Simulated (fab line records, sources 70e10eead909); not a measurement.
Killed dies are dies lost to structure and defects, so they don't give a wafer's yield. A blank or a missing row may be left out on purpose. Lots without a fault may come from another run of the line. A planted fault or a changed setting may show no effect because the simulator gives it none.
Chamber matching | flow nand_harc | NHARC_A_STAIRCASE_CMP_152 on cmp-02: 4 sister chambers
The step polishes. 4 wafers are shown with their chamber, then 12 later ones without.

WAFERS WITH THEIR CHAMBER
wafer  | chamber | motor_current_A (A)
L089.5 | 1       | 12.0
L088.1 | 0       | 11.9
L088.3 | 2       | 12.7
L088.4 | 3       | 11.6

WAFERS WITHOUT THEIR CHAMBER
wafer  | motor_current_A (A)
L091.1 | 11.8
L091.2 | 13.2
L091.5 | 12.1
L092.1 | 11.9
L092.2 | 12.3
L092.4 | 12.5
L093.1 | 12.0
L093.5 | 11.7
L093.6 | 12.1
L097.1 | 12.4
L097.2 | 12.9
L097.4 | 12.3

WHICH CHAMBER EACH WENT THROUGH
wafer  | from the rows above               | in truth
L091.1 | can't be placed: 0 or 1 or 3      | 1
L091.2 | 2                                 | 2
L091.5 | can't be placed: 1 or 0 or 3      | 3
L092.1 | can't be placed: 0 or 1 or 3      | 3
L092.2 | can't be placed: 1 or 2 or 0 or 3 | 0
L092.4 | can't be placed: 2 or 1 or 0      | 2
L093.1 | can't be placed: 1 or 0 or 3      | 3
L093.5 | can't be placed: 3 or 0 or 1      | 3
L093.6 | can't be placed: 1 or 0 or 3      | 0
L097.1 | can't be placed: 2 or 1 or 0      | 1
L097.2 | 2                                 | 2
L097.4 | can't be placed: 1 or 2 or 0 or 3 | 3
Placed correctly: 2 of 12. Can't be placed from these rows: 10 (the true chamber is among the candidates in 10). Placed wrongly: 0.
How it was worked out, from the rows above alone: a wafer's distance from a chamber is the root of the sum, over the readings, of the square of ((its reading less the chamber's mean) divided by the reading's scatter). The wafer belongs to the nearest chamber; if the next one is less than 2 further off, it can't be placed. A chamber's mean is the mean of its shown wafers. The scatter: with one shown wafer a chamber, the root of the mean of the squares of how far each hidden wafer lies from its nearest shown one.
